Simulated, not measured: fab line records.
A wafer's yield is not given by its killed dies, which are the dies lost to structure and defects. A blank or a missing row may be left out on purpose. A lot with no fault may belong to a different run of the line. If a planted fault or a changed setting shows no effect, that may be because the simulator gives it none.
fab line records | flow n5-finfet
[record] lots = 5 wafers = 14 last-day = 17
route steps=1938 shown SDB@349 DUMMY_REMOVAL@377 HKMG_FIN@385 PASSIVATION@1936
lots that met no fault: taken from a fault-free run of the same line
start-h: hours from the record's opening day to when the first of the lot's shown wafers began | wait-h: hours elapsed since this lot's preceding step | " repeats the value in the row above | L1.1+2: one row covering several wafers at once | - either no value or no given start | * or withheld: withheld | < > ~ a bound
route shown NAME@n: NAME is a module with steps in the file, n the number in the route of the first one | usual: the fault-free wafers' mean and standard deviation | same: alike in all rows | chamber/n: place in a boat | sites: per-site readings | _std_site: the values' standard deviation | _edge_site: outer sites' mean less inner sites' | radius-mm: for every site, how far away it sits from the centre of the wafer | mask NAME#n: copy n | behind: the tool/chamber that last shaped the wafer | hold: cause of the lot's hold/its duration in hours/its outcome | device: which transistor (n, p or np) failed to switch | end of line: at the end of the route, the tests of the same wafers | where a step has no rows: the recipe by itself | killed: dies lost to structure and defects at the first sort, not the wafer's yield | map: shows each die of a wafer: x if killed, . if not, _ if none is there
set.NAME: the setting that was run; set.NAME@STEP: the one run at that earlier step | model.NAME: the simulator's own value behind a step, which no gauge read
a table for each step, a row for each wafer; lots at some steps of the route
services: from which hour (start-h, from the record's first day; less than 0 if before it) a tool's chamber was out of use, for how many hours, and why
[[steps]]
[step N5_SDB_COAT_04]
[recipe] resist = SiARC temp-c = 220 time-s = 60 spin-rpm = 1500 resist-thk-nm = 18
[step N5_SDB_COAT_05]
[recipe] resist = CAR-ArF spin-rpm = 1500 resist-thk-nm = 90
[step N5_SDB_EBR_07]
[recipe] solvent = PGMEA ebr-width-mm = 1.5
[step N5_SDB_SOFTBAKE_06]
[recipe] temp-c = 110 time-s = 60 resist = CAR-ArF
[step N5_SDB_EXPOSE_08]
[recipe] mask-id = SDB na = 1.35 source-shape = conventional sigma-outer = 0.5 polarization = unpolarized dose-mj = 49.6
[step N5_SDB_PEB_09]
[recipe] peb-temp-c = withheld peb-time-s = 60 resist = CAR-ArF
[step N5_SDB_DEVELOP_10]
[recipe] develop-time-s = 30 developer = TMAH resist = CAR-ArF rinse-liquid = diw dry = air-spin dev-temp-c = 23
[step N5_SDB_DESCUM_16]
[recipe] chemistry = O2 time-s = 7.9 source-power-w = 50 bias-power-w = 20 pressure-mtorr = 20 rf-frequency-hz = 2.712e+07 temp-c = 40 resist = CAR-ArF o2-flow-sccm = 225
[step N5_SDB_ETCH_17]
[recipe] chemistry = CF4 target = SiARC target-depth-a = 234 mask-material = CAR-ArF time-s = 39 ion-energy-ev = 80 pressure-mtorr = 40 source-w = 545 bias-w = 36 Ar_flow_sccm = 100 cf4-flow-sccm = 100 ends = cleared
[step N5_SDB_ETCH_18]
[recipe] chemistry = N2/H2 target = SOC target-depth-a = 1000 overetch-a = 200 mask-material = SiARC temp-c = 40 time-s = 150 ion-energy-ev = 200 pressure-mtorr = 30 source-w = 840 bias-w = 150 n2-flow-sccm = 200 h2-flow-sccm = 200
[usual] bias-w = 150.0/0.45 drypump-motor-current-A = 6.0/0.43 oes-product-au = 0.66/0.06 rf-vpp-V = 523.4/2.6 showerhead-plenum-p-Torr = 2.53/0.08 temp-c = 40.00/0.11 throttle-valve-pct = 17.77/0.24
// columns lot.wafer tool chamber start-h wait-h bias-w drypump-motor-current-A oes-product-au rf-hours-counter-h rf-vpp-V showerhead-plenum-p-Torr temp-c throttle-valve-pct model.etch.depth-nm model.SiARC_of_SDB_COAT_04.thk-nm
L910.3 rie-diel-03 2 66.53 0.0 150.5 6.0 0.66 187 526.2 2.63 39.87 18.36 100.2 12.8
L910.4 " 1 " " 150.2 6.6 0.82 20 523.4 2.50 39.93 17.44 100.3 12.4
L910.6 " 2 " " 150.1 6.0 0.67 - 525.8 2.63 39.98 18.36 100.1 12.8
L918.4 rie-diel-05 3 115.24 0.0 - 6.2 0.70 210 526.5 2.61 40.00 17.56 85.7 14.4
L918.5 " 2 " " - 6.0 0.70 - 520.4 2.42 40.00 18.11 86.48 14.2
L921.2 rie-diel-05 1 140.75 0.0 150.1 5.0 0.65 180 524.1 2.53 39.96 17.69 100.4 13.2
L921.3 " 0 " " 150.0 5.9 0.62 226 519.9 2.42 40.10 17.81 100.4 13.2
L921.4 " 3 " " - 6.2 0.69 217 526.4 2.61 40.04 17.58 85.5 14.4
L922.3 rie-diel-05 2 141.86 0.0 149.4 5.9 0.63 230 519.0 2.41 40.06 18.10 100.5 12.8
L922.5 " 2 " " - 6.0 0.69 - 518.8 2.41 40.08 18.11 85.57 14.2
L922.6 " 3 " " 149.9 6.1 0.63 - 526.6 2.61 39.94 17.57 99.98 13
L932.2 rie-diel-05 1 197.65 0.0 150.6 5.0 0.64 197 523.4 2.53 39.97 17.73 100.3 13
L932.3 " 0 " " 150.0 5.9 0.61 242 519.4 2.41 39.91 17.83 99.98 13
L932.5 " 3 " " 150.0 6.2 0.63 - 524.1 2.60 39.97 17.58 100 13.2
[step N5_SDB_STRIP_19]
[recipe] chemistry = N2/H2 temp-c = 40 n2-flow-sccm = 200 h2-flow-sccm = 200 rf-frequency-hz = 6e+07
[step N5_SDB_STRIP_21]
[recipe] chemistry = CF4 resist = SiARC power-w = 300 bias-power-w = 75 pressure-mtorr = 50 cf4-flow-sccm = 150 rf-frequency-hz = 6e+07
[step N5_SDB_HM_OPEN_20]
[recipe] chemistry = CH3F/O2 target = SiNx mask-material = SOC target-depth-a = 240 stop-on = poly-Si over-etch-frac = 0.4 ion-energy-ev = 120 pressure-mtorr = 30 source-w = 395 bias-w = 73 Ar_flow_sccm = 150 CH3F_flow_sccm = 30 O2_flow_sccm = 20
[step N5_SDB_STRIP_22]
[recipe] chemistry = N2/H2 power-w = 1000 temp-c = 250 h2-frac = 0.65 overash-fraction = 0.3 pressure-mtorr = withheld n2-flow-sccm = 1750 h2-flow-sccm = 3250
[step N5_SDB_PRECLEAN_23]
[recipe] chemistry = dHF time-s = 30 temp-c = 25 dilution = withheld
[step N5_SDB_DUMMY_REMOVE_24]
[recipe] chemistry = TMAH temp-c = 70 target = poly-Si stop-on = SiO2 target-depth-nm = 142 conc-wt-pct = 5 time-s = 57 dry = ipa-marangoni rinse-time-s = 30 rinse-temp-c = 23
[step N5_SDB_ETCH_25]
[recipe] chemistry = C4F6/O2 target = SiO2 target-depth-a = 100 time-s = 3.3 ion-energy-ev = 250 mask-material = SiNx pressure-mtorr = 30 source-w = 345 bias-w = 185 Ar_flow_sccm = 300 C4F6_flow_sccm = 10 O2_flow_sccm = 10
[step N5_SDB_CUT_ETCH_26]
[recipe] chemistry = HBr/Cl2/O2 target = Si target-depth-a = 1296 bt-time-s = 20 mask-material = SiNx time-s = 51.8 ion-energy-ev = * bias-w = * pressure-mtorr = 10 icp-w = 800 HBr_flow_sccm = 150 Cl2_flow_sccm = 80 O2_flow_sccm = 12
[step N5_SDB_PRECLEAN_38]
[recipe] chemistry = dHF time-s = 10 dilution = 750:1 temp-c = 25
[step N5_SDB_PRECLEAN_39]
[recipe] chemistry = O3/DIW time-s = 45 temp-c = 22 o3-ppm = 10
[step N5_SDB_SRD_28]
[recipe] dry = ipa-marangoni time-s = 30 temp-c = 23 rinse-liquid = diw
[step N5_SDB_ALD_29]
[recipe] material = SiNx target-thk-a = 300 temp-c = 400 ald-precursor-family = SiH2I2 ald-co-reactant = N2/H2-plasma pulse-time-s = 1 ald-cycles = 600 purge-time-s = 2 co-reactant-purge-time-s = 2 pressure-torr = 2
[step N5_SDB_CMP_30]
[recipe] stop-on = poly-Si t-overpolish-s = 1.54 post-cmp-clean = alkaline-brush down-force-psi = 4.1491 platen-rpm = 51.796 pad-velocity-m-s = 1.0306 target-thk-nm = 30
[step N5_DUMMY_REMOVAL_HM_STRIP_01]
[recipe] chemistry = CH3F/O2 material = SiNx target-depth-a = 40 stop-on = poly-Si time-s = 6.8 over-etch-frac = 0.3 ion-energy-ev = 60 power-w = 410 bias-w = 29 Ar_flow_sccm = 150 CH3F_flow_sccm = 30 O2_flow_sccm = 20
[step N5_DUMMY_REMOVAL_STRIP_10]
[recipe] chemistry = N2/H2 time-s = 40 power-w = 100 temp-c = 40 pressure-mtorr = 100 rf-frequency-hz = 6e+07 bias-power-w = 3 n2-flow-sccm = 300 h2-flow-sccm = 300
[step N5_DUMMY_REMOVAL_PRECLEAN_07]
[recipe] chemistry = dHF time-s = 30 temp-c = 25 dilution = withheld
[step N5_DUMMY_REMOVAL_DUMMY_REMOVE_02]
[recipe] chemistry = TMAH temp-c = 70 target = poly-Si stop-on = SiO2 target-depth-nm = 142 conc-wt-pct = 5 time-s = 57 dry = ipa-marangoni rinse-time-s = 30 rinse-temp-c = 23
[step N5_DUMMY_REMOVAL_PRECLEAN_08]
[recipe] chemistry = NF3:NH3 afs-cycles = 2 temp-c = 30 time-s = 20 sublimation-temp-c = 180 sublimation-time-s = 60 pressure-torr = 3 rf-power-w = 30
[step N5_DUMMY_REMOVAL_PRECLEAN_04]
[recipe] chemistry = DHF time-s = 37 temp-c = 25 dilution = 500:1
[step N5_DUMMY_REMOVAL_SRD_05]
[recipe] dry = ipa-marangoni do-ppb = 5 time-s = 30 temp-c = 23 rinse-liquid = diw
[step N5_HKMG_FIN_IL_REGROW_00]
[recipe] material = SiO2 target-thk-a = 7.5 chemistry = O3 temp-c = withheld time-s = 30
[step N5_HKMG_FIN_HK_ALD_01]
[recipe] material = HfO2 target-thk-a = 16 temp-c = withheld ald-precursor-family = HfCl4 ald-co-reactant = H2O pulse-time-s = 3 purge-time-s = 3 co-reactant-purge-time-s = 2.5 co-reactant-pulse-time-s = 0.3 ald-cycles = 30
[step N5_HKMG_FIN_HK_ANNEAL_02]
[recipe] temp-c = 700 time-s = 30 ambient = N2 idle-temp-c = 600 ramp-up-c-per-s = 150 ramp-down-c-per-s = 60 cool-to-c = 600
[step N5_HKMG_FIN_ALD_74]
[recipe] material = La2O3 target-thk-a = 5 temp-c = 250 ald-precursor-family = La-Cp ald-co-reactant = O3 pulse-time-s = 6 co-reactant-pulse-time-s = 1 purge-time-s = 3 co-reactant-purge-time-s = 3
[step N5_HKMG_FIN_ALD_75]
[recipe] material = Al2O3 target-thk-a = 10 temp-c = 150 ald-precursor-family = TMA ald-co-reactant = H2O pulse-time-s = withheld co-reactant-pulse-time-s = 1
[step N5_HKMG_FIN_COAT_41]
[recipe] resist = SOC temp-c = 250 time-s = 60 spin-rpm = 1500 resist-thk-nm = 300
[step N5_PASSIVATION_PROBE_49]
[usual] killed_at_M0_to_M3 = 34/11 killed_at_M4_up = 14/5.7 killed-at-contacts = 14/6.9 killed-at-front-end = 40/11 killed-at-other = 4/3.1 killed-dies = 105/17 killed-on-rim = 14/4.1 killed-open = 70/13 killed-short = 34/7.6
[same] gross-dies = 1180 killed-at-back-side = 0
// columns lot.wafer tool chamber start-h wait-h killed_at_M0_to_M3 killed_at_M4_up killed-at-contacts killed-at-front-end killed-at-other killed-dies killed-on-rim killed-open killed-short
L918.4 prober-02 - 330.50 0.2 24 13 14 1127 2 1180 152 68 37
L918.5 prober-02 - 330.55 0.2 29 13 11 1119 6 1178 152 56 38
L921.4 prober-01 - 343.64 0.2 34 13 14 1118 1 1180 152 60 38
L922.3 prober-01 - 362.21 0.1 37 13 14 35 0 99 18 65 32
L922.5 prober-01 - 362.31 0.2 60 8 11 1099 2 1180 152 84 47
L922.6 prober-01 - 362.36 0.3 23 16 16 34 4 93 11 56 34
// killed by level:class
L918.4 SDB:area-etch=1075 MOL_CONTACT_COAG:geometric-particle:open=13 FIN_SAQP:geometric-particle:short=10 BEOL_M2:geometric-particle:open=8 STI_FIN_REVEAL:geometric-particle:open=7 BEOL_M0_SAQP:geometric-particle:open=7 STARTING-WAFER:geometric-particle:open=6 FIN_SAQP:geometric-particle:open=5
L918.5 SDB:area-etch=1084 FIN_SAQP:geometric-particle:short=13 BEOL_M0_SAQP:geometric-particle:short=9 MOL_CONTACT_COAG:geometric-particle:open=8 FIN_SAQP:geometric-particle:open=7 STI_FIN_REVEAL:geometric-particle:open=7 BEOL_M0_SAQP:geometric-particle:open=5 BEOL_M2:geometric-particle:open=5
L921.4 SDB:area-etch=1082 BEOL_M3:geometric-particle:open=11 MOL_CONTACT_COAG:geometric-particle:open=10 BEOL_M0_SAQP:geometric-particle:short=8 FIN_SAQP:geometric-particle:open=7 BEOL_M2:geometric-particle:open=6 FIN_SAQP:geometric-particle:short=5 BEOL_M4:geometric-particle:open=5
L922.3 MOL_CONTACT_COAG:geometric-particle:open=13 BEOL_M3:geometric-particle:open=10 BEOL_M1:geometric-particle:open=6 BEOL_M4:geometric-particle:open=5 BEOL_M0_SAQP:geometric-particle:open=5 BEOL_M0_SAQP:geometric-particle:short=5 STARTING-WAFER:geometric-particle:open=5 FIN_SAQP:geometric-particle:short=4
L922.5 SDB:area-etch=1047 BEOL_M0_SAQP:geometric-particle:short=16 FIN_SAQP:geometric-particle:short=11 FIN_SAQP:geometric-particle:open=11 STI_FIN_REVEAL:geometric-particle:open=11 BEOL_M1:geometric-particle:open=11 BEOL_M3:geometric-particle:open=10 MOL_CONTACT_COAG:geometric-particle:open=9
L922.6 MOL_CONTACT_COAG:geometric-particle:open=11 BEOL_M4:geometric-particle:open=9 FIN_SAQP:geometric-particle:short=8 BEOL_M3:geometric-particle:open=7 STI_FIN_REVEAL:geometric-particle:open=6 GATE_CUT:geometric-particle:short=6 MOL_CONTACT_COAG:geometric-particle:short=5 FIN_SAQP:geometric-particle:open=4
// map L918.4 (x killed, . not)
_________________xxxxxxxxxxxx________________
______________xxxxxxxxxxxxxxxxxx_____________
___________xxxxxxxxxxxxxxxxxxxxxxxx__________
__________xxxxxxxxxxxxxxxxxxxxxxxxxx_________
________xxxxxxxxxxxxxxxxxxxxxxxxxxxxxx_______
_______xxxxxxxxxxxxxxxxxxxxxxxxxxxxxxxx______
______xxxxxxxxxxxxxxxxxxxxxxxxxxxxxxxxxx_____
_____xxxxxxxxxxxxxxxxxxxxxxxxxxxxxxxxxxxx____
____xxxxxxxxxxxxxxxxxxxxxxxxxxxxxxxxxxxxxx___
___xxxxxxxxxxxxxxxxxxxxxxxxxxxxxxxxxxxxxxxx__
___xxxxxxxxxxxxxxxxxxxxxxxxxxxxxxxxxxxxxxxx__
__xxxxxxxxxxxxxxxxxxxxxxxxxxxxxxxxxxxxxxxxxx_
__xxxxxxxxxxxxxxxxxxxxxxxxxxxxxxxxxxxxxxxxxx_
_xxxxxxxxxxxxxxxxxxxxxxxxxxxxxxxxxxxxxxxxxxxx
_xxxxxxxxxxxxxxxxxxxxxxxxxxxxxxxxxxxxxxxxxxxx
_xxxxxxxxxxxxxxxxxxxxxxxxxxxxxxxxxxxxxxxxxxxx
_xxxxxxxxxxxxxxxxxxxxxxxxxxxxxxxxxxxxxxxxxxxx
_xxxxxxxxxxxxxxxxxxxxxxxxxxxxxxxxxxxxxxxxxxxx
_xxxxxxxxxxxxxxxxxxxxxxxxxxxxxxxxxxxxxxxxxxxx
_xxxxxxxxxxxxxxxxxxxxxxxxxxxxxxxxxxxxxxxxxxxx
_xxxxxxxxxxxxxxxxxxxxxxxxxxxxxxxxxxxxxxxxxxxx
__xxxxxxxxxxxxxxxxxxxxxxxxxxxxxxxxxxxxxxxxxx_
__xxxxxxxxxxxxxxxxxxxxxxxxxxxxxxxxxxxxxxxxxx_
___xxxxxxxxxxxxxxxxxxxxxxxxxxxxxxxxxxxxxxxx__
___xxxxxxxxxxxxxxxxxxxxxxxxxxxxxxxxxxxxxxxx__
____xxxxxxxxxxxxxxxxxxxxxxxxxxxxxxxxxxxxxx___
_____xxxxxxxxxxxxxxxxxxxxxxxxxxxxxxxxxxxx____
______xxxxxxxxxxxxxxxxxxxxxxxxxxxxxxxxxx_____
_______xxxxxxxxxxxxxxxxxxxxxxxxxxxxxxxx______
________xxxxxxxxxxxxxxxxxxxxxxxxxxxxxx_______
__________xxxxxxxxxxxxxxxxxxxxxxxxxx_________
___________xxxxxxxxxxxxxxxxxxxxxxxx__________
______________xxxxxxxxxxxxxxxxxx_____________
_________________xxxxxxxxxxxx________________
// map L921.4 (x killed, . not)
_________________xxxxxxxxxxxx________________
______________xxxxxxxxxxxxxxxxxx_____________
___________xxxxxxxxxxxxxxxxxxxxxxxx__________
__________xxxxxxxxxxxxxxxxxxxxxxxxxx_________
________xxxxxxxxxxxxxxxxxxxxxxxxxxxxxx_______
_______xxxxxxxxxxxxxxxxxxxxxxxxxxxxxxxx______
______xxxxxxxxxxxxxxxxxxxxxxxxxxxxxxxxxx_____
_____xxxxxxxxxxxxxxxxxxxxxxxxxxxxxxxxxxxx____
____xxxxxxxxxxxxxxxxxxxxxxxxxxxxxxxxxxxxxx___
___xxxxxxxxxxxxxxxxxxxxxxxxxxxxxxxxxxxxxxxx__
___xxxxxxxxxxxxxxxxxxxxxxxxxxxxxxxxxxxxxxxx__
__xxxxxxxxxxxxxxxxxxxxxxxxxxxxxxxxxxxxxxxxxx_
__xxxxxxxxxxxxxxxxxxxxxxxxxxxxxxxxxxxxxxxxxx_
_xxxxxxxxxxxxxxxxxxxxxxxxxxxxxxxxxxxxxxxxxxxx
_xxxxxxxxxxxxxxxxxxxxxxxxxxxxxxxxxxxxxxxxxxxx
_xxxxxxxxxxxxxxxxxxxxxxxxxxxxxxxxxxxxxxxxxxxx
_xxxxxxxxxxxxxxxxxxxxxxxxxxxxxxxxxxxxxxxxxxxx
_xxxxxxxxxxxxxxxxxxxxxxxxxxxxxxxxxxxxxxxxxxxx
_xxxxxxxxxxxxxxxxxxxxxxxxxxxxxxxxxxxxxxxxxxxx
_xxxxxxxxxxxxxxxxxxxxxxxxxxxxxxxxxxxxxxxxxxxx
_xxxxxxxxxxxxxxxxxxxxxxxxxxxxxxxxxxxxxxxxxxxx
__xxxxxxxxxxxxxxxxxxxxxxxxxxxxxxxxxxxxxxxxxx_
__xxxxxxxxxxxxxxxxxxxxxxxxxxxxxxxxxxxxxxxxxx_
___xxxxxxxxxxxxxxxxxxxxxxxxxxxxxxxxxxxxxxxx__
___xxxxxxxxxxxxxxxxxxxxxxxxxxxxxxxxxxxxxxxx__
____xxxxxxxxxxxxxxxxxxxxxxxxxxxxxxxxxxxxxx___
_____xxxxxxxxxxxxxxxxxxxxxxxxxxxxxxxxxxxx____
______xxxxxxxxxxxxxxxxxxxxxxxxxxxxxxxxxx_____
_______xxxxxxxxxxxxxxxxxxxxxxxxxxxxxxxx______
________xxxxxxxxxxxxxxxxxxxxxxxxxxxxxx_______
__________xxxxxxxxxxxxxxxxxxxxxxxxxx_________
___________xxxxxxxxxxxxxxxxxxxxxxxx__________
______________xxxxxxxxxxxxxxxxxx_____________
_________________xxxxxxxxxxxx________________
[[services]]
// columns tool chamber start-h hours kind
rie-diel-03 - 95.44 6.3 repair
rie-diel-05 - 172.74 15.6 pm
[[key]]
[first-sign] step = N5_PASSIVATION_PROBE_49 reading = killed-at-front-end direction = up sigmas = 95 usual = 40 struck = 1116
[effect] step = N5_PASSIVATION_PROBE_49 reading = killed-dies direction = up sigmas = 65 usual = 105 struck = 1180
[model-effect] step = N5_SDB_ETCH_18 value = etch.depth-nm without = 100 struck = 85.81
[more-kills-born-at] N5_SDB_ETCH_18@rie-diel-05 = 4288
met-at N5_SDB_ETCH_18
struck-wafers L918.4,L918.5,L921.4,L922.5
later-rows-left-out L918.4,L918.5,L921.4,L922.5
tester-left-out L918,L921,L922
[fault] kind = process-parameter-drift tool = rie-diel-05 chamber = - onset-h = 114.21 steps = N5_SDB_ETCH_18 channel = time-s offset = * shape = step end-h = 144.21 scope = struck-wafers-only acts-in = * stated = *
// tester-left-out: of these lots the tester's yield and bins aren't shown, on N5 and GAA mostly nor the transistor test; their killed dies are dies lost to structure and defects alone, not to doping, threshold or leakage, so they don't give the yield
// later-rows-left-out: the simulator's readings of these wafers behind a module that went badly wrong aren't trusted and aren't shown, but for the sort
